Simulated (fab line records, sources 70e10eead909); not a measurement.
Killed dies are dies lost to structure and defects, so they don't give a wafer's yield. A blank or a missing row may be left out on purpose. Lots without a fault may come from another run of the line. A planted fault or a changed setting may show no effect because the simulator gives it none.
fab line records | flow nand_harc
record lots=12 wafers=35 last_day=34
route steps=1302 shown A_STAIRCASE@885 A_SGD_CUT@906
lots that met no fault: from a run of the same line without faults
start_h: hours from the record's first day to the start of the lot's first wafer shown | wait_h: hours since the lot's step before | " the same as in the row above | L1.1+2: a row that stands for several wafers | - no value, or no start given | * or withheld: withheld | < > ~ a bound
route shown NAME@n: a module of which the file shows steps, and the number in the route of the first | usual: mean/standard deviation of fault-free wafers | same: alike in all rows | chamber/n: place in a boat | sites: the reading at each site | _std_site: their standard deviation | _edge_site: outer sites' mean less inner sites' | radius_mm: how far each site lies from the wafer's centre | mask NAME#n: copy n | behind: the tool/chamber that last shaped the wafer | hold: why the lot was held/for how many hours/how that ended | device: the transistor (n, p or np) that didn't switch | end of line: the same wafers' tests at the end of the route | a step without rows: its recipe alone | killed: dies lost to structure and defects at the first sort, not the wafer's yield | map: a wafer's dies, x killed, . not, _ none there
set.NAME: the setting as run; set.NAME@STEP: as run at that earlier step | model.NAME: the simulator's own value behind a step, which no gauge read
steps of the route over a sample of lots; a table a step, a row a wafer
services: from which hour (start_h, from the record's first day; less than 0 if before it) a tool's chamber was out of use, for how many hours, and why
## steps
# step NHARC_A_STAIRCASE_DEP_471
# recipe target_thk_a=1000 temp_c=400 pressure_torr=6.5 rf_w=900 teos_flow_sccm=161.4 flow_sccm=2650 target_thk_nm=100 gas=O2 material=SiO2
# usual heater_power_w=546/100 rf_fwd_power_W=895.8/2.9 throttle_valve_pct=15.8/0.45
# columns lot.wafer tool chamber start_h wait_h heater_power_w rf_fwd_power_W throttle_valve_pct
L803.2 pecvd-01 1 447.32 - 522 893.0 16.3
L803.6 " 1 " " 508 898.4 16.3
L803.5 " 0 " " 567 896.5 16.0
L806.1 pecvd-03 2 456.29 - 410 897.2 16.1
L806.3 " 0 " " 383 900.6 15.5
L806.2 " 1 " " 441 896.1 16.5
L810.1 pecvd-03 2 495.34 - 397 897.4 16.2
L810.4 " 2 " " 408 896.1 16.3
L818.1 pecvd-03 2 578.18 - 362 896.8 16.6
L818.6 " 2 " " 363 897.5 16.5
L818.5 " 0 " " 406 899.7 15.4
L816.3 pecvd-01 1 578.19 - 439 896.4 16.2
L816.2 " 0 " " 617 897.9 15.9
L816.5 " 2 " " 649 891.8 16.4
L817.1 pecvd-04 2 579.35 - 761 892.2 15.6
L817.2 " 0 " " 606 897.6 15.7
L817.4 " 2 " " 736 899.3 15.4
L820.1 pecvd-04 0 609.78 - 597 898.0 15.8
L820.4 " 2 " " 702 903.5 15.8
L820.5 " 0 " " 587 900.9 15.9
L823.2 pecvd-04 2 628.89 - 713 894.1 15.8
L823.4 " 2 " " 724 895.0 15.5
L823.5 " 0 " " 589 901.7 15.5
L822.3 pecvd-04 2 629.86 - 717 896.4 15.8
L822.6 " 1 " " 640 892.8 15.3
L822.5 " 0 " " 620 894.0 15.6
L821.3 pecvd-01 1 629.95 - 403 895.7 16.1
L821.1 " 2 " " 550 896.7 16.5
L821.5 " 2 " " 560 892.2 16.3
L825.2 pecvd-01 1 657.60 - 416 896.0 16.0
L825.3 " 2 " " 726 892.5 16.1
L825.5 " 0 " " 632 894.3 15.7
L826.3 pecvd-04 0 670.55 - 619 890.2 15.8
L826.2 " 1 " " 501 893.8 15.0
L826.4 " 1 " " 510 890.2 15.0
# step NHARC_A_STAIRCASE_INSPECT_155
# usual raw_defect_count=437/130
# columns lot.wafer tool chamber start_h wait_h raw_defect_count
L803.2 defect_inspect-02 - 447.94 0.1 361
L803.5 " - " " 471
L803.6 " - " " 614
L806.1 defect_inspect-02 - 456.91 0.1 367
L806.2 " - " " 341
L806.3 " - " " 502
L810.1 defect_inspect-01 - 495.93 0.1 573
L810.4 " - " " 805
L818.1 defect_inspect-02 - 578.78 0.1 300
L818.5 " - " " 335
L818.6 " - " " 291
L816.2 defect_inspect-01 - 578.83 0.1 489
L816.3 " - " " 553
L816.5 " - " " 604
L817.1 defect_inspect-02 - 579.95 0.1 335
L817.2 " - " " 325
L817.4 " - " " 285
L820.1 defect_inspect-02 - 610.33 0.1 328
L820.4 " - " " 413
L820.5 " - " " 452
L823.2 defect_inspect-01 - 629.48 0.1 383
L823.4 " - " " 587
L823.5 " - " " 688
L822.3 defect_inspect-01 - 630.44 0.1 386
L822.5 " - " " 338
L822.6 " - " " 377
L821.1 defect_inspect-02 - 630.54 0.1 274
L821.3 " - " " 299
L821.5 " - " " 457
L825.2 defect_inspect-01 - 658.19 0.1 462
L825.3 " - " " 512
L825.5 " - " " 398
L826.2 defect_inspect-01 - 671.14 0.1 299
L826.3 " - " " 342
L826.4 " - " " 403
# step NHARC_A_SGD_CUT_ETCH_59
# recipe target_depth_a=2600 over_etch_frac=0.25 time_s=406.25 ion_energy_ev=200 n2_flow_sccm=150 h2_flow_sccm=150 ar_flow_sccm=0 rf_w=400 bias_w=150 chemistry=N2/H2
# usual drypump_motor_current_A=5.6/0.41 oes_product_au=1.003/0.0096 rf_fwd_power_W=399.3/1.2 rf_vpp_V=430/3.2 showerhead_plenum_p_Torr=2.02/0.11 throttle_valve_pct=14.172/0.0085
# columns lot.wafer tool chamber start_h wait_h drypump_motor_current_A oes_product_au rf_fwd_power_W rf_hours_counter_h rf_vpp_V showerhead_plenum_p_Torr throttle_valve_pct
L803.2 rie_diel-02 3 - - 5.8 0.994 399.3 2 435 2.20 14.186
L803.5 " 1 " " 5.2 1.004 398.6 - 432 2.13 14.164
L803.6 " 2 " " 5.7 1.009 399.4 - 435 2.17 14.167
L806.1 rie_diel-02 1 - - 5.2 1.001 399.6 2 433 2.13 14.172
L806.3 " 2 " " 5.7 1.009 398.3 2 434 2.17 14.148
L806.2 " 3 " " 5.8 0.996 399.9 2 435 2.20 14.178
L810.1 rie_diel-13 1 - - 5.3 1.002 402.8 6 428 1.91 14.177
L810.4 " 2 " " 5.0 1.012 399.8 14 426 1.93 14.162
L818.1 rie_diel-13 3 - - 6.2 1.007 400.4 4 427 1.90 14.179
L818.5 " 3 " " 6.2 1.022 400.6 - 428 1.90 14.162
L818.6 " 0 " " 5.5 1.010 400.4 - 430 1.97 14.184
L816.2 rie_diel-02 0 - - 5.1 0.987 399.3 0 433 2.14 14.170
L816.3 " 1 " " 5.2 0.994 399.1 0 433 2.13 14.155
L816.5 " 2 " " 5.7 0.992 399.8 - 433 2.16 14.175
L817.4 rie_diel-07 2 - - 5.3 1.004 400.2 8 427 1.94 14.178
L817.1 " 3 " " 6.4 1.012 397.1 7 431 1.97 14.177
L817.2 " 0 " " 6.0 1.016 398.0 8 433 2.06 14.160
L820.1 rie_diel-13 0 - - 5.5 0.991 400.2 5 430 1.97 14.164
L820.4 " 2 " " 5.0 1.013 400.5 - 427 1.93 14.180
L820.5 " 3 " " 6.2 0.991 399.6 - 426 1.90 14.168
L823.4 rie_diel-02 0 - - 5.1 0.978 398.3 2 432 2.14 14.174
L823.2 " 2 " " 5.7 1.011 398.6 2 435 2.16 14.170
L823.5 " 0 " " 5.1 0.980 397.1 - 433 2.14 14.164
L822.3 rie_diel-13 3 - - 6.2 0.994 399.7 8 425 1.90 14.180
L822.5 " 1 " " 5.4 1.005 398.5 - 428 1.91 14.179
L822.6 " 2 " " 5.0 1.014 398.4 - 428 1.92 14.176
L821.1 rie_diel-02 0 - - 5.1 0.988 400.9 3 433 2.14 14.166
L821.3 " 1 " " 5.2 0.990 397.3 2 432 2.13 14.170
L821.5 " 3 " " 5.8 0.992 399.1 - 434 2.20 14.171
L825.3 rie_diel-07 0 - - 6.0 0.997 399.7 0 431 2.06 14.152
L825.2 " 2 " " 5.4 1.016 399.4 0 427 1.94 14.161
L825.5 " 3 " " 6.4 1.010 397.8 - 429 1.97 14.187
L826.4 rie_diel-13 3 - - 6.2 1.004 398.4 10 428 1.90 14.171
L826.3 " 0 " " 5.6 1.008 398.6 9 429 1.97 14.165
L826.2 " 1 " " 5.4 0.999 399.7 8 428 1.91 14.183
# step NHARC_A_SGD_CUT_DEP_20
# recipe target_thk_a=1500 temp_c=65 material=SiO2
# columns lot.wafer tool chamber start_h wait_h
L803.2+5+6 fcvd-01 1 450.09 -
L806.2+1+3 fcvd-01 1,0,1 459.00 -
L810.1+4 fcvd-01 1,0 498.47 -
L818.1+5+6 fcvd-01 0,0,1 580.87 -
L816.2+3+5 fcvd-02 1 581.04 -
L817.2+1+4 fcvd-01 0,1,1 582.04 -
L820.1+4+5 fcvd-02 0,1,0 612.74 -
L823.2+4+5 fcvd-01 0,0,1 631.53 0.1
L822.3+5+6 fcvd-01 0,0,1 632.46 -
L821.1+3+5 fcvd-01 0,1,0 632.75 -
L825.2+3+5 fcvd-01 0,1,0 660.16 -
L826.2+4+3 fcvd-01 1,1,0 673.35 -
# step NHARC_A_SGD_CUT_CMP_21
# recipe target_thk_nm=148.19
# usual motor_current_A=12.6/0.86 time_to_endpoint_s=50.1/2.7
# columns lot.wafer tool chamber start_h wait_h motor_current_A time_to_endpoint_s
L803.2 cmp-04 0 455.03 0.4 12.0 50.7
L803.6 " 2 " " 13.0 51.4
L803.5 " 3 " " 11.7 48.9
L806.2 cmp-01 3 465.25 0.4 12.7 57.3
L806.1 " 1 " " 12.8 27.9
L806.3 " 2 " " 13.4 28.9
L810.1 cmp-01 0 505.00 0.4 12.4 22.5
L810.4 " 3 " " 13.5 51.7
L817.1 cmp-02 1 585.58 0.4 11.5 51.7
L817.4 " 3 " " 12.3 52.2
L817.2 " 0 " " 13.1 50.3
L816.2 cmp-01 1 585.59 0.4 12.3 51.0
L816.3 " 3 " " 13.0 52.4
L816.5 " 1 " " 12.7 52.4
L818.1 cmp-04 1 585.63 0.4 14.0 49.7
L818.5 " 2 " " 13.5 51.2
L818.6 " 3 " " 11.6 47.4
L820.4 cmp-04 2 617.39 0.4 13.7 54.1
L820.1 " 0 " " 12.6 54.5
L820.5 " 2 " " 13.7 52.8
L821.3 cmp-04 0 636.31 0.4 13.0 56.8
L821.1 " 2 " " 13.1 51.4
L821.5 " 1 " " 13.8 54.7
L823.2 cmp-02 0 636.34 0.4 13.2 47.3
L823.4 " 2 " " 12.2 49.2
L823.5 " 3 " " 13.1 46.2
L822.3 cmp-01 1 636.39 0.4 12.8 54.0
L822.5 " 2 " " 14.3 53.9
L822.6 " 3 " " 12.6 52.9
L825.2 cmp-01 3 667.84 0.4 13.2 48.0
L825.3 " 0 " " 12.4 45.5
L825.5 " 0 " " 13.0 48.0
L826.3 cmp-02 2 678.36 0.4 11.8 51.6
L826.2 " 3 " " 12.7 51.4
L826.4 " 0 " " 13.2 51.4
# step NHARC_A_SGD_CUT_THK_MEAS_22
# recipe thk_meas_gauge=ellipsometry
# usual thk_nm=148.1/1.5
# columns lot.wafer tool chamber start_h wait_h thk_nm
L803.2 film_metro-02 - 455.23 0.2 145.9
L803.5 " - " " 147.0
L803.6 " - " " 147.0
L806.1 film_metro-01 - 465.51 0.2 74.6
L806.2 " - " " 149.8
L806.3 " - " " 75.5
L810.1 film_metro-01 - 505.25 0.2 75.6
L810.4 " - " " 147.0
L818.1 film_metro-02 - 585.81 0.2 147.1
L818.5 " - " " 148.7
L818.6 " - " " 149.3
L816.2 film_metro-01 - 585.82 0.2 148.6
L816.3 " - " " 146.3
L816.5 " - " " 150.2
L817.1 film_metro-02 - 585.84 0.2 148.6
L817.2 " - " " 151.0
L817.4 " - " " 147.6
L820.1 film_metro-01 - 617.62 0.2 149.6
L820.4 " - " " 148.6
L820.5 " - " " 149.8
L823.2 film_metro-01 - 636.57 0.2 148.9
L823.4 " - " " 146.6
L823.5 " - " " 147.0
L821.1 film_metro-02 - 636.57 0.2 149.7
L821.3 " - " " 148.3
L821.5 " - " " 148.7
L822.3 film_metro-01 - 636.57 0.2 148.2
L822.5 " - " " 149.1
L822.6 " - " " 152.3
L825.2 film_metro-02 - 668.10 0.2 145.8
L825.3 " - " " 150.2
L825.5 " - " " 149.2
L826.2 film_metro-02 - 678.62 0.2 148.5
L826.3 " - " " 148.0
L826.4 " - " " 149.0
## services
# columns tool chamber start_h hours kind
cmp-01 - 431.42 0.5 repair
fcvd-01 0 447.89 5.1 repair
pecvd-04 - 450.38 13.0 pm
cmp-01 - 471.15 0.8 repair
cmp-01 - 479.52 4.0 pm
rie_diel-13 - 519.00 9.0 pm
fcvd-01 - 520.36 0.6 repair
fcvd-01 - 525.98 0.6 repair
pecvd-04 1 531.54 3.0 repair
cmp-01 - 539.35 1.3 repair
rie_diel-02 1 541.87 8.5 repair
cmp-01 - 542.23 0.2 repair
fcvd-01 - 547.00 13.0 pm
rie_diel-13 0 547.53 12.4 repair
rie_diel-02 3 548.17 3.1 repair
rie_diel-02 - 548.86 0.5 repair
rie_diel-13 2 549.59 6.3 repair
fcvd-01 - 561.77 2.4 repair
rie_diel-02 - 570.76 9.0 pm
cmp-01 - 577.52 4.0 pm
rie_diel-02 1 623.55 5.7 repair
pecvd-04 - 631.38 13.0 pm
rie_diel-02 2 642.31 16.2 repair
fcvd-01 - 658.64 0.7 repair
## key
first_sign step=NHARC_A_SGD_CUT_CMP_21 reading=time_to_endpoint_s direction=down sigmas=8.9 usual=* struck=*
effect step=NHARC_A_SGD_CUT_THK_MEAS_22 reading=thk_nm direction=down sigmas=50 usual=148.1 struck=75.2
met_at NHARC_A_SGD_CUT_DEP_20
struck_lots L806,L810
struck_wafers L806.1,L806.3,L810.1
tester_left_out L806,L810
not_acting_at NHARC_A_STAIRCASE_DEP_471,NHARC_A_STAIRCASE_INSPECT_155,NHARC_A_SGD_CUT_ETCH_59
fault kind=process_parameter_drift tool=fcvd-01 chamber=- onset_h=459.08 steps=NHARC_A_SGD_CUT_DEP_20 channel=target_thk_a offset=* shape=step end_h=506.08 scope=struck_wafers_only acts_in=* stated=*
# tester_left_out: of these lots the tester's yield and bins aren't shown, on N5 and GAA mostly nor the transistor test; their killed dies are dies lost to structure and defects alone, not to doping, threshold or leakage, so they don't give the yield
